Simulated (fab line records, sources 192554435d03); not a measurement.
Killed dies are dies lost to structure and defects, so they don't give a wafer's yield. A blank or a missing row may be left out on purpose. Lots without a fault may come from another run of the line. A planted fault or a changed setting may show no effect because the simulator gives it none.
Which tool did it? | flow n5_finfet | 24 lots, 72 wafers sampled, at 5 steps of a route of 1938

WHAT THE GAUGES READ, wafer by wafer
N5_BEOL_M4_INSPECT_13: inspects for defects (brightfield).
lot  | measured     | on                | raw_defect_count
L074 | day 7 10:40  | defect_inspect-02 | 329 333 398
L075 | day 7 17:07  | defect_inspect-01 | 302 287 548
L076 | day 7 18:17  | defect_inspect-01 | 389 467 537
L077 | day 7 21:23  | defect_inspect-01 | 604 606 472
L078 | day 8 07:57  | defect_inspect-01 | 287 420 419
L079 | day 8 09:26  | defect_inspect-01 | 557 503 455
L080 | day 8 13:35  | defect_inspect-02 | 466 388 532
L081 | day 9 07:52  | defect_inspect-01 | 522 421 462
L082 | day 9 19:05  | defect_inspect-02 | 312 394 506
L083 | day 9 22:32  | defect_inspect-02 | 391 483 455
L084 | day 10 00:10 | defect_inspect-02 | 372 529 536
L085 | day 10 00:39 | defect_inspect-01 | 367 369 384
L086 | day 10 12:20 | defect_inspect-02 | 384 307 517
L088 | day 10 12:38 | defect_inspect-02 | 352 387 376
L087 | day 10 13:43 | defect_inspect-02 | 426 431 359
L089 | day 11 07:08 | defect_inspect-02 | 513 359 571
L090 | day 11 17:47 | defect_inspect-02 | 514 570 478
L091 | day 11 22:22 | defect_inspect-01 | 442 446 258
L092 | day 12 00:44 | defect_inspect-01 | 395 368 580
L093 | day 12 09:25 | defect_inspect-02 | 514 385 535
L094 | day 12 13:36 | defect_inspect-01 | 478 498 533
L095 | day 12 16:57 | defect_inspect-02 | 440 384 278
L096 | day 12 23:50 | defect_inspect-02 | 671 619 803
L097 | day 13 02:37 | defect_inspect-02 | 322 374 522

WHICH TOOL RAN EACH LOT (tool, then ch and the chambers of the sampled wafers, then the start)
lot  | N5_BEOL_M3_SPUTTER_88        | N5_BEOL_M3_ANNEAL_89         | N5_BEOL_M3_SPUTTER_92        | N5_BEOL_M4_PECVD_72
L074 | pvd_sputter-02, day 7 07:26  | pvd_sputter-02, day 7 07:31  | pvd_sputter-02, day 7 07:53  | pecvd-04 ch 0,1,2, day 7 09:32
L075 | pvd_sputter-03, day 7 12:37  | pvd_sputter-03, day 7 12:42  | pvd_sputter-03, day 7 13:04  | pecvd-02 ch 0,1,2, day 7 14:46
L076 | pvd_sputter-03, day 7 15:38  | pvd_sputter-03, day 7 15:43  | pvd_sputter-03, day 7 16:05  | pecvd-04 ch 1,2, day 7 17:44
L077 | pvd_sputter-03, day 7 17:49  | pvd_sputter-03, day 7 17:54  | pvd_sputter-03, day 7 18:16  | pecvd-02 ch 1,2, day 7 19:55
L078 | pvd_sputter-02, day 8 04:49  | pvd_sputter-02, day 8 04:54  | pvd_sputter-02, day 8 05:16  | pecvd-04 ch 1,2, day 8 06:55
L079 | pvd_sputter-02, day 8 06:40  | pvd_sputter-02, day 8 06:44  | pvd_sputter-02, day 8 07:06  | pecvd-02 ch 0,1, day 8 08:46
L080 | pvd_sputter-02, day 8 10:01  | pvd_sputter-02, day 8 10:06  | pvd_sputter-02, day 8 10:28  | pecvd-03 ch 0,1,2, day 8 12:08
L081 | pvd_sputter-02, day 9 03:37  | pvd_sputter-02, day 9 03:42  | pvd_sputter-02, day 9 04:04  | pecvd-03 ch 0,1,2, day 9 05:43
L082 | pvd_sputter-01, day 9 16:16  | pvd_sputter-01, day 9 16:21  | pvd_sputter-01, day 9 16:43  | pecvd-04 ch 0,1,2, day 9 18:23
L083 | pvd_sputter-02, day 9 19:38  | pvd_sputter-02, day 9 19:43  | pvd_sputter-02, day 9 20:05  | pecvd-04 ch 0,1,2, day 9 21:45
L084 | pvd_sputter-03, day 9 20:34  | pvd_sputter-03, day 9 20:38  | pvd_sputter-03, day 9 21:00  | pecvd-03 ch 0,1, day 9 22:49
L085 | pvd_sputter-01, day 9 20:41  | pvd_sputter-01, day 9 20:46  | pvd_sputter-01, day 9 21:08  | pecvd-03 ch 0,1, day 9 23:32
L086 | pvd_sputter-03, day 10 06:52 | pvd_sputter-03, day 10 06:57 | pvd_sputter-03, day 10 07:19 | pecvd-04 ch 0,1,2, day 10 08:59
L088 | pvd_sputter-01, day 10 08:59 | pvd_sputter-01, day 10 09:04 | pvd_sputter-01, day 10 09:25 | pecvd-04 ch 0,2, day 10 11:07
L087 | pvd_sputter-01, day 10 10:49 | pvd_sputter-01, day 10 10:54 | pvd_sputter-01, day 10 11:16 | pecvd-03 ch 0,1, day 10 13:05
L089 | pvd_sputter-02, day 11 03:27 | pvd_sputter-02, day 11 03:32 | pvd_sputter-02, day 11 03:53 | pecvd-04 ch 0,1, day 11 05:49
L090 | pvd_sputter-03, day 11 12:43 | pvd_sputter-03, day 11 12:47 | pvd_sputter-03, day 11 13:09 | pecvd-02 ch 0,2, day 11 14:48
L091 | pvd_sputter-03, day 11 17:46 | pvd_sputter-03, day 11 17:51 | pvd_sputter-03, day 11 18:13 | pecvd-03 ch 0,2, day 11 19:53
L092 | pvd_sputter-03, day 11 20:52 | pvd_sputter-03, day 11 20:57 | pvd_sputter-03, day 11 21:19 | pecvd-04 ch 0,1,2, day 11 22:59
L093 | pvd_sputter-02, day 12 05:15 | pvd_sputter-02, day 12 05:20 | pvd_sputter-02, day 12 05:41 | pecvd-02 ch 0,2, day 12 07:34
L094 | pvd_sputter-03, day 12 10:38 | pvd_sputter-03, day 12 10:43 | pvd_sputter-03, day 12 11:05 | pecvd-02 ch 0,1,2, day 12 12:52
L095 | pvd_sputter-02, day 12 13:41 | pvd_sputter-02, day 12 13:46 | pvd_sputter-02, day 12 14:08 | pecvd-03 ch 0,2, day 12 15:47
L096 | pvd_sputter-02, day 12 20:50 | pvd_sputter-02, day 12 20:55 | pvd_sputter-02, day 12 21:17 | pecvd-02 ch 1,2, day 12 22:57
L097 | pvd_sputter-01, day 12 21:41 | pvd_sputter-01, day 12 21:46 | pvd_sputter-01, day 12 22:07 | pecvd-04 ch 0,1, day 12 23:53
- N5_BEOL_M3_SPUTTER_88: material Cu, target thk 4.5 nm, time 8.29 s.
- N5_BEOL_M3_ANNEAL_89: time 240 s.
- N5_BEOL_M3_SPUTTER_92: material Cu, target thk 4.5 nm, time 8.29 s.
- N5_BEOL_M4_PECVD_72: deposits SiO2 from TEOS/O2, target thk 16 nm, time 18 s.

WHAT THE TOOLS THEMSELVES READ (means of the sampled wafers that have a number; where no wafer has one, the mark that the record gives instead)
N5_BEOL_M3_SPUTTER_88.
lot  | tool           | chamber_pressure_pa (Pa) | throttle_valve_pct (%)
L074 | pvd_sputter-02 | 0.07                     | 29.4
L075 | pvd_sputter-03 | 0.07                     | 30.6
L076 | pvd_sputter-03 | 0.07                     | 30.7
L077 | pvd_sputter-03 | 0.07                     | 30.8
L078 | pvd_sputter-02 | 0.07                     | 29.2
L079 | pvd_sputter-02 | 0.07                     | 29.6
L080 | pvd_sputter-02 | 0.07                     | 29.9
L081 | pvd_sputter-02 | 0.07                     | 30.0
L082 | pvd_sputter-01 | 0.07                     | 29.3
L083 | pvd_sputter-02 | 0.07                     | 29.7
L084 | pvd_sputter-03 | 0.07                     | 30.0
L085 | pvd_sputter-01 | 0.07                     | 29.2
L086 | pvd_sputter-03 | 0.07                     | 30.3
L088 | pvd_sputter-01 | 0.07                     | 29.4
L087 | pvd_sputter-01 | 0.07                     | 29.4
L089 | pvd_sputter-02 | 0.07                     | 29.7
L090 | pvd_sputter-03 | 0.07                     | 29.7
L091 | pvd_sputter-03 | 0.07                     | 30.5
L092 | pvd_sputter-03 | 0.07                     | 30.6
L093 | pvd_sputter-02 | 0.07                     | 30.2
L094 | pvd_sputter-03 | 0.07                     | 30.2
L095 | pvd_sputter-02 | 0.07                     | 30.0
L096 | pvd_sputter-02 | 0.07                     | 29.5
L097 | pvd_sputter-01 | 0.07                     | 29.5

N5_BEOL_M3_ANNEAL_89.
lot  | tool           | heater_power_w (W)
L074 | pvd_sputter-02 | 816
L075 | pvd_sputter-03 | 852
L076 | pvd_sputter-03 | 837
L077 | pvd_sputter-03 | 864
L078 | pvd_sputter-02 | 861
L079 | pvd_sputter-02 | 825
L080 | pvd_sputter-02 | 851
L081 | pvd_sputter-02 | 804
L082 | pvd_sputter-01 | 845
L083 | pvd_sputter-02 | 828
L084 | pvd_sputter-03 | 831
L085 | pvd_sputter-01 | 826
L086 | pvd_sputter-03 | 829
L088 | pvd_sputter-01 | 825
L087 | pvd_sputter-01 | 829
L089 | pvd_sputter-02 | 817
L090 | pvd_sputter-03 | 809
L091 | pvd_sputter-03 | 860
L092 | pvd_sputter-03 | 853
L093 | pvd_sputter-02 | 821
L094 | pvd_sputter-03 | 840
L095 | pvd_sputter-02 | 815
L096 | pvd_sputter-02 | 850
L097 | pvd_sputter-01 | 832

N5_BEOL_M3_SPUTTER_92.
lot  | tool           | chamber_pressure_pa (Pa) | throttle_valve_pct (%)
L074 | pvd_sputter-02 | 0.07                     | 29.3
L075 | pvd_sputter-03 | 0.07                     | 30.6
L076 | pvd_sputter-03 | 0.07                     | 30.7
L077 | pvd_sputter-03 | 0.07                     | 30.8
L078 | pvd_sputter-02 | 0.07                     | 29.2
L079 | pvd_sputter-02 | 0.07                     | 29.7
L080 | pvd_sputter-02 | 0.07                     | 29.8
L081 | pvd_sputter-02 | 0.07                     | 29.8
L082 | pvd_sputter-01 | 0.07                     | 29.2
L083 | pvd_sputter-02 | 0.07                     | 29.7
L084 | pvd_sputter-03 | 0.07                     | 29.9
L085 | pvd_sputter-01 | 0.07                     | 29.2
L086 | pvd_sputter-03 | 0.07                     | 30.3
L088 | pvd_sputter-01 | 0.07                     | 29.3
L087 | pvd_sputter-01 | 0.07                     | 29.6
L089 | pvd_sputter-02 | 0.07                     | 29.5
L090 | pvd_sputter-03 | 0.07                     | 29.7
L091 | pvd_sputter-03 | 0.07                     | 30.5
L092 | pvd_sputter-03 | 0.07                     | 30.4
L093 | pvd_sputter-02 | 0.07                     | 30.3
L094 | pvd_sputter-03 | 0.07                     | 30.3
L095 | pvd_sputter-02 | 0.07                     | 29.9
L096 | pvd_sputter-02 | 0.07                     | 29.5
L097 | pvd_sputter-01 | 0.07                     | 29.5

N5_BEOL_M4_PECVD_72.
lot  | tool     | heater_power_w (W) | showerhead_plenum_p_Torr (Torr) | throttle_valve_pct (%)
L074 | pecvd-04 | 741                | 8.83                            | 22.1
L075 | pecvd-02 | 689                | 8.72                            | 22.3
L076 | pecvd-04 | 701                | 8.84                            | 22.6
L077 | pecvd-02 | 668                | 8.70                            | 21.7
L078 | pecvd-04 | 667                | 8.84                            | 22.6
L079 | pecvd-02 | 789                | 8.75                            | 22.9
L080 | pecvd-03 | 662                | 8.80                            | 22.9
L081 | pecvd-03 | 704                | 8.79                            | 23.1
L082 | pecvd-04 | 727                | 8.82                            | 22.2
L083 | pecvd-04 | 744                | 8.83                            | 22.4
L084 | pecvd-03 | 738                | 8.79                            | 23.0
L085 | pecvd-03 | 634                | 8.81                            | 23.6
L086 | pecvd-04 | 766                | 8.84                            | 22.2
L088 | pecvd-04 | 834                | 8.82                            | 22.0
L087 | pecvd-03 | 781                | 8.78                            | 22.9
L089 | pecvd-04 | 718                | 8.83                            | 22.7
L090 | pecvd-02 | 652                | 8.71                            | 21.6
L091 | pecvd-03 | 680                | 8.76                            | 21.4
L092 | pecvd-04 | 684                | 8.83                            | 22.3
L093 | pecvd-02 | 699                | 8.75                            | 22.5
L094 | pecvd-02 | 721                | 8.75                            | 22.5
L095 | pecvd-03 | 737                | 8.77                            | 21.3
L096 | pecvd-02 | 625                | 8.71                            | 21.9
L097 | pecvd-04 | 786                | 8.81                            | 22.5

THE ANSWER, worked out from the rows above alone
Rule: what is usual is taken from the lots themselves. Put in order of their means at a reading, lots are off if they are a third of the lots or fewer, leave a main group of 4 or more, and stand apart from it by a gap of 3 or more times the standard deviation of the main group's means; of several such gaps the widest counts. A main group whose means are all the same, to the digits that the tables above print for the reading, isn't used. A lot without any number at a reading at which 4 lots or more have one is off too. The other lots that the step has rows for count as sound. The gauges are gone through in route order, then the tools' own readings, and for those a lot's mean is taken as printed above. The first step at which some lot is off is used, and at that step the reading that is off furthest; a lot without a number counts as furthest.
No lot is off at any reading shown: from this, nothing can be told.

WHAT THE SIMULATOR HAD PUT IN
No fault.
